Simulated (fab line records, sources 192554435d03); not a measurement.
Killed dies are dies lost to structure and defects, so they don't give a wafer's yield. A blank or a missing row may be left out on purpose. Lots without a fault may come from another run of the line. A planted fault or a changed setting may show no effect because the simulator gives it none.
Which tool did it? | flow n5_finfet | 22 lots, 66 wafers sampled, at 5 steps of a route of 1938

WHAT THE GAUGES READ, wafer by wafer
N5_BEOL_M7_INSPECT_13: inspects for defects (brightfield).
lot  | measured     | on                | raw_defect_count
L074 | day 8 09:26  | defect_inspect-01 | 496 353 467
L075 | day 9 02:24  | defect_inspect-02 | 224 259 305
L076 | day 9 07:22  | defect_inspect-02 | 318 415 482
L077 | day 9 07:44  | defect_inspect-02 | 318 473 519
L078 | day 9 23:18  | defect_inspect-02 | 370 325 335
L079 | day 10 01:59 | defect_inspect-02 | 381 415 397
L081 | day 10 10:07 | defect_inspect-01 | 601 274 448
L082 | day 11 01:53 | defect_inspect-02 | 409 367 392
L083 | day 11 04:03 | defect_inspect-01 | 503 495 453
L084 | day 11 05:23 | defect_inspect-01 | 503 494 564
L085 | day 11 08:23 | defect_inspect-02 | 472 316 375
L086 | day 12 05:23 | defect_inspect-01 | 445 395 491
L088 | day 12 08:59 | defect_inspect-01 | 520 439 537
L087 | day 12 10:02 | defect_inspect-01 | 315 206 269
L089 | day 12 16:08 | defect_inspect-02 | 409 444 308
L090 | day 13 04:11 | defect_inspect-02 | 437 530 474
L092 | day 13 09:44 | defect_inspect-01 | 421 457 524
L094 | day 13 12:58 | defect_inspect-02 | 312 290 321
L093 | day 13 17:29 | defect_inspect-01 | 432 376 445
L091 | day 13 23:52 | defect_inspect-02 | 268 388 244
L096 | day 14 20:43 | defect_inspect-01 | 435 520 512
L097 | day 15 08:37 | defect_inspect-01 | 301 415 407

N5_BEOL_M9_CD_MEAS_11: target cd 64.1 nm.
lot  | measured     | on        | cd_nm (nm)
L074 | day 9 00:23  | cd_sem-02 | 64.0 63.6 64.0
L075 | day 9 20:25  | cd_sem-02 | 63.7 64.1 64.8
L076 | day 10 02:24 | cd_sem-02 | 64.7 63.8 63.8
L077 | day 10 00:43 | cd_sem-01 | 63.7 64.4 63.5
L078 | day 10 12:15 | cd_sem-03 | 64.1 64.3 63.4
L079 | day 10 23:02 | cd_sem-03 | 64.1 64.0 65.0
L081 | day 11 02:08 | cd_sem-02 | 64.6 63.8 63.9
L082 | day 11 15:05 | cd_sem-01 | 64.0 63.2 64.1
L083 | day 11 19:09 | cd_sem-03 | 64.3 64.2 64.3
L084 | day 11 20:11 | cd_sem-01 | 64.6 65.2 64.5
L085 | day 12 01:00 | cd_sem-03 | 64.0 64.4 64.3
L086 | day 13 04:01 | cd_sem-01 | 64.3 64.8 64.8
L088 | day 13 09:38 | cd_sem-02 | 63.8 64.0 63.8
L087 | day 13 04:19 | cd_sem-02 | 63.9 64.6 65.3
L089 | day 13 10:02 | cd_sem-03 | 64.1 63.1 63.5
L090 | day 13 17:10 | cd_sem-02 | 62.7 63.8 64.2
L092 | day 14 01:43 | cd_sem-03 | 64.0 64.4 64.2
L094 | day 14 02:14 | cd_sem-01 | 64.7 63.7 63.8
L093 | day 14 08:59 | cd_sem-01 | 63.9 63.9 63.9
L091 | day 14 12:29 | cd_sem-01 | 64.9 64.8 64.7
L096 | day 15 12:42 | cd_sem-02 | 63.9 64.2 64.0
L097 | day 15 22:30 | cd_sem-02 | 63.4 63.1 62.3

WHICH TOOL RAN EACH LOT (tool, then ch and the chambers of the sampled wafers, then the start)
lot  | N5_BEOL_M7_ETCH_65                 | N5_BEOL_M8_TRENCH_ETCH_37                     | N5_BEOL_M8_ETCH_41
L074 | rie_diel-04 ch 1,2, day 8 11:22    | rie_diel-02 ch 0,1,2, day 9 00:23 or earlier  | rie_diel-02 ch 0,1,2, day 9 00:23 or earlier
L075 | rie_diel-04 ch 0,2,3, day 9 03:22  | rie_diel-02 ch 0,1,2, day 9 20:25 or earlier  | rie_diel-02 ch 0,1,2, day 9 20:25 or earlier
L076 | rie_diel-05 ch 0,2,3, day 9 11:44  | rie_diel-01 ch 1,2,3, day 10 02:24 or earlier | rie_diel-01 ch 1,2,3, day 10 02:24 or earlier
L077 | rie_diel-04 ch 1,2,3, day 9 11:55  | rie_diel-01 ch 0,1,2, day 10 00:43 or earlier | rie_diel-01 ch 0,1,2, day 10 00:43 or earlier
L078 | rie_diel-04 ch 0,2,3, day 10 00:23 | rie_diel-02 ch 0,1,3, day 10 12:15 or earlier | rie_diel-02 ch 0,1,3, day 10 12:15 or earlier
L079 | rie_diel-04 ch 0,2,3, day 10 03:24 | rie_diel-06 ch 1,2, day 10 23:02 or earlier   | rie_diel-06 ch 1,2, day 10 23:02 or earlier
L081 | rie_diel-05 ch 0,2,3, day 10 11:10 | rie_diel-06 ch 0,1,3, day 11 02:08 or earlier | rie_diel-06 ch 0,1,3, day 11 02:08 or earlier
L082 | rie_diel-05 ch 2,3, day 11 03:04   | rie_diel-06 ch 1,3, day 11 15:05 or earlier   | rie_diel-06 ch 1,3, day 11 15:05 or earlier
L083 | rie_diel-04 ch 0,2,3, day 11 05:19 | rie_diel-02 ch 0,2, day 11 19:09 or earlier   | rie_diel-02 ch 0,2, day 11 19:09 or earlier
L084 | rie_diel-05 ch 0,1,3, day 11 07:02 | rie_diel-06 ch 1,2,3, day 11 20:11 or earlier | rie_diel-06 ch 1,2,3, day 11 20:11 or earlier
L085 | rie_diel-05 ch 1,3, day 11 10:05   | rie_diel-06 ch 0,2,3, day 12 01:00 or earlier | rie_diel-06 ch 0,2,3, day 12 01:00 or earlier
L086 | rie_diel-04 ch 0,1,2, day 12 08:26 | rie_diel-02 ch 0,1, day 13 04:01 or earlier   | rie_diel-02 ch 0,1, day 13 04:01 or earlier
L088 | rie_diel-04 ch 0,1,3, day 12 10:09 | rie_diel-01 ch 0,1,3, day 13 09:38 or earlier | rie_diel-01 ch 0,1,3, day 13 09:38 or earlier
L087 | rie_diel-05 ch 1,3, day 12 11:23   | rie_diel-06 ch 0,1, day 13 04:19 or earlier   | rie_diel-06 ch 0,1, day 13 04:19 or earlier
L089 | rie_diel-05 ch 0,3, day 12 20:25   | rie_diel-06 ch 2,3, day 13 10:02 or earlier   | rie_diel-06 ch 2,3, day 13 10:02 or earlier
L090 | rie_diel-05 ch 0,1,2, day 13 05:19 | rie_diel-02 ch 0,3, day 13 17:10 or earlier   | rie_diel-02 ch 0,3, day 13 17:10 or earlier
L092 | rie_diel-04 ch 0,1,3, day 13 11:59 | rie_diel-06 ch 0,1, day 14 01:43 or earlier   | rie_diel-06 ch 0,1, day 14 01:43 or earlier
L094 | rie_diel-05 ch 1,2, day 13 14:47   | rie_diel-01 ch 0,2,3, day 14 02:14 or earlier | rie_diel-01 ch 0,2,3, day 14 02:14 or earlier
L093 | rie_diel-05 ch 0,1,3, day 13 19:28 | rie_diel-02 ch 1,3, day 14 08:59 or earlier   | rie_diel-02 ch 1,3, day 14 08:59 or earlier
L091 | rie_diel-04 ch 1,2,3, day 14 00:53 | rie_diel-01 ch 0,1,2, day 14 12:29 or earlier | rie_diel-01 ch 0,1,2, day 14 12:29 or earlier
L096 | rie_diel-05 ch 2,3, day 15 00:28   | rie_diel-06 ch 1,2, day 15 12:42 or earlier   | rie_diel-06 ch 1,2, day 15 12:42 or earlier
L097 | rie_diel-04 ch 1,3, day 15 09:56   | rie_diel-06 ch 0,2,3, day 15 22:30 or earlier | rie_diel-06 ch 0,2,3, day 15 22:30 or earlier
- N5_BEOL_M7_ETCH_65: etches SiARC in CF4, target depth 15.6 nm, time 26 s.
- N5_BEOL_M8_TRENCH_ETCH_37: etches SiCOH lowk in C4F6/O2, target depth 93.478 nm, time 31.2 s.
- N5_BEOL_M8_ETCH_41: etches SiCN in CH3F/O2, target depth 31.9 nm, time 57.8 s.

WHAT THE TOOLS THEMSELVES READ (means of the sampled wafers that have a number; where no wafer has one, the mark that the record gives instead)
N5_BEOL_M7_ETCH_65.
lot  | tool        | drypump_motor_current_A (A) | etch_rf_on_time_s (s) | oes_product_au (a.u.) | rf_vpp_V (V) | showerhead_plenum_p_Torr (Torr) | throttle_valve_pct (%)
L074 | rie_diel-04 | 5.4                         | 26.1                  | 0.61                  | 183.1        | 2.07                            | 15.7
L075 | rie_diel-04 | 5.8                         | 25.3                  | 0.63                  | 182.7        | 2.07                            | 15.7
L076 | rie_diel-05 | 5.4                         | 25.5                  | 0.74                  | 183.8        | 2.16                            | 15.2
L077 | rie_diel-04 | 5.8                         | 25.6                  | 0.63                  | 183.6        | 2.07                            | 15.7
L078 | rie_diel-04 | 5.8                         | 25.6                  | 0.62                  | 184.0        | 2.07                            | 15.7
L079 | rie_diel-04 | 5.8                         | 25.5                  | 0.62                  | 183.8        | 2.07                            | 15.7
L081 | rie_diel-05 | 5.4                         | 25.7                  | 0.71                  | 184.1        | 2.15                            | 15.2
L082 | rie_diel-05 | 5.5                         | 26.2                  | 0.65                  | 184.2        | 2.16                            | 15.3
L083 | rie_diel-04 | 5.8                         | 25.8                  | 0.61                  | 183.7        | 2.07                            | 15.8
L084 | rie_diel-05 | 5.4                         | 25.9                  | 0.79                  | 184.5        | 2.18                            | 15.0
L085 | rie_diel-05 | 5.3                         | 25.8                  | 0.82                  | 184.2        | 2.15                            | 15.0
L086 | rie_diel-04 | 5.5                         | 25.8                  | 0.59                  | 182.8        | 2.06                            | 15.8
L088 | rie_diel-04 | 5.4                         | 26.4                  | 0.61                  | 183.3        | 2.04                            | 15.7
L087 | rie_diel-05 | 5.3                         | 26.0                  | 0.79                  | 183.7        | 2.15                            | 15.0
L089 | rie_diel-05 | 5.4                         | 25.6                  | 0.74                  | 183.8        | 2.14                            | 15.1
L090 | rie_diel-05 | 5.7                         | 26.4                  | 0.77                  | 185.1        | 2.21                            | 15.1
L092 | rie_diel-04 | 5.4                         | 26.3                  | 0.60                  | 181.9        | 2.04                            | 15.7
L094 | rie_diel-05 | 5.7                         | 26.2                  | 0.80                  | 185.2        | 2.22                            | 15.0
L093 | rie_diel-05 | 5.4                         | 26.2                  | 0.75                  | 183.8        | 2.17                            | 15.1
L091 | rie_diel-04 | 5.8                         | 25.6                  | 0.70                  | 183.0        | 2.07                            | 15.6
L096 | rie_diel-05 | 5.2                         | 25.5                  | 0.78                  | 182.4        | 2.12                            | 15.0
L097 | rie_diel-04 | 5.7                         | 26.2                  | 0.61                  | 183.9        | 2.05                            | 15.7

N5_BEOL_M8_TRENCH_ETCH_37.
lot  | tool        | O2_flow_sccm (sccm) | drypump_motor_current_A (A) | oes_product_au (a.u.) | rf_vpp_V (V) | showerhead_plenum_p_Torr (Torr) | throttle_valve_pct (%)
L074 | rie_diel-02 | 9.99                | 5.7                         | 0.83                  | 658          | 2.92                            | 20.66
L075 | rie_diel-02 | 9.99                | 5.7                         | 0.83                  | 657          | 2.91                            | 20.67
L076 | rie_diel-01 | 9.99                | 5.8                         | 0.80                  | 664          | 2.78                            | 20.87
L077 | rie_diel-01 | 10.02               | 5.9                         | 0.77                  | 659          | 2.76                            | 20.98
L078 | rie_diel-02 | 10.02               | 5.4                         | 0.81                  | 660          | 2.83                            | 20.75
L079 | rie_diel-06 | 9.98                | 5.9                         | 0.83                  | 669          | 2.92                            | 21.00
L081 | rie_diel-06 | 10.01               | 5.7                         | 0.83                  | 674          | 2.90                            | 20.88
L082 | rie_diel-06 | 9.98                | 6.2                         | 0.79                  | 670          | 2.81                            | 20.90
L083 | rie_diel-02 | 10.05               | 5.8                         | 0.79                  | 655          | 2.95                            | 20.75
L084 | rie_diel-06 | 10.00               | 5.7                         | 0.82                  | 672          | 2.90                            | 20.94
L085 | rie_diel-06 | 9.98                | 5.3                         | 0.84                  | 675          | 2.99                            | 20.94
L086 | rie_diel-02 | 10.00               | 5.7                         | 0.80                  | 661          | 2.86                            | 20.65
L088 | rie_diel-01 | 10.00               | 5.8                         | 0.91                  | 666          | 2.86                            | 20.84
L087 | rie_diel-06 | 9.97                | 6.2                         | 0.78                  | 667          | 2.81                            | 20.93
L089 | rie_diel-06 | 10.02               | 5.2                         | 0.83                  | 676          | 2.98                            | 20.94
L090 | rie_diel-02 | 9.98                | 5.1                         | 0.78                  | 662          | 2.78                            | 20.93
L092 | rie_diel-06 | 9.97                | 5.8                         | 0.81                  | 669          | 2.90                            | 20.94
L094 | rie_diel-01 | 10.03               | 6.0                         | 0.86                  | 664          | 2.85                            | 20.85
L093 | rie_diel-02 | 9.95                | 5.3                         | 0.78                  | 661          | 2.80                            | 20.75
L091 | rie_diel-01 | 10.03               | 5.9                         | 0.90                  | 663          | 2.86                            | 20.79
L096 | rie_diel-06 | 10.03               | 5.9                         | 0.80                  | 668          | 2.90                            | 21.06
L097 | rie_diel-06 | 9.99                | 5.3                         | 0.81                  | 675          | 2.98                            | 20.98

N5_BEOL_M8_ETCH_41.
lot  | tool        | O2_flow_sccm (sccm) | drypump_motor_current_A (A) | oes_product_au (a.u.) | rf_vpp_V (V) | showerhead_plenum_p_Torr (Torr) | throttle_valve_pct (%)
L074 | rie_diel-02 | 20.02               | 5.7                         | 0.83                  | 299.3        | 2.05                            | 16.06
L075 | rie_diel-02 | 20.00               | 5.7                         | 0.82                  | 297.8        | 2.05                            | 16.07
L076 | rie_diel-01 | 19.95               | 5.8                         | 0.81                  | 297.0        | 1.95                            | 16.28
L077 | rie_diel-01 | 19.95               | 5.9                         | 0.76                  | 295.5        | 1.94                            | 16.39
L078 | rie_diel-02 | 19.99               | 5.4                         | 0.82                  | 296.9        | 1.99                            | 16.15
L079 | rie_diel-06 | 20.01               | 5.8                         | 0.84                  | 298.0        | 2.05                            | 16.38
L081 | rie_diel-06 | 19.97               | 5.7                         | 0.82                  | 298.0        | 2.04                            | 16.27
L082 | rie_diel-06 | 19.92               | 6.2                         | 0.79                  | 296.6        | 1.97                            | 16.34
L083 | rie_diel-02 | 19.94               | 5.7                         | 0.79                  | 299.5        | 2.08                            | 16.16
L084 | rie_diel-06 | 20.04               | 5.8                         | 0.82                  | 298.0        | 2.04                            | 16.35
L085 | rie_diel-06 | 19.94               | 5.3                         | 0.85                  | 298.9        | 2.11                            | 16.31
L086 | rie_diel-02 | 19.97               | 5.7                         | 0.80                  | 297.4        | 2.01                            | 16.06
L088 | rie_diel-01 | 19.99               | 5.7                         | 0.91                  | 297.2        | 2.01                            | 16.21
L087 | rie_diel-06 | 20.05               | 6.2                         | 0.79                  | 297.5        | 1.98                            | 16.36
L089 | rie_diel-06 | 20.01               | 5.2                         | 0.83                  | 298.6        | 2.10                            | 16.31
L090 | rie_diel-02 | 20.05               | 5.1                         | 0.77                  | 296.7        | 1.95                            | 16.34
L092 | rie_diel-06 | 20.00               | 5.7                         | 0.80                  | 297.9        | 2.04                            | 16.32
L094 | rie_diel-01 | 19.90               | 6.1                         | 0.85                  | 298.1        | 2.00                            | 16.23
L093 | rie_diel-02 | 19.98               | 5.3                         | 0.78                  | 297.0        | 1.97                            | 16.21
L091 | rie_diel-01 | 20.05               | 5.9                         | 0.91                  | 297.7        | 2.01                            | 16.15
L096 | rie_diel-06 | 20.02               | 5.9                         | 0.80                  | 298.6        | 2.04                            | 16.45
L097 | rie_diel-06 | 20.06               | 5.3                         | 0.81                  | 299.7        | 2.10                            | 16.36

THE ANSWER, worked out from the rows above alone
Rule: what is usual is taken from the lots themselves. Put in order of their means at a reading, lots are off if they are a third of the lots or fewer, leave a main group of 4 or more, and stand apart from it by a gap of 3 or more times the standard deviation of the main group's means; of several such gaps the widest counts. A main group whose means are all the same, to the digits that the tables above print for the reading, isn't used. A lot without any number at a reading at which 4 lots or more have one is off too. The other lots that the step has rows for count as sound. The gauges are gone through in route order, then the tools' own readings, and for those a lot's mean is taken as printed above. The first step at which some lot is off is used, and at that step the reading that is off furthest; a lot without a number counts as furthest.
No lot is off at any reading shown: from this, nothing can be told.

WHAT THE SIMULATOR HAD PUT IN
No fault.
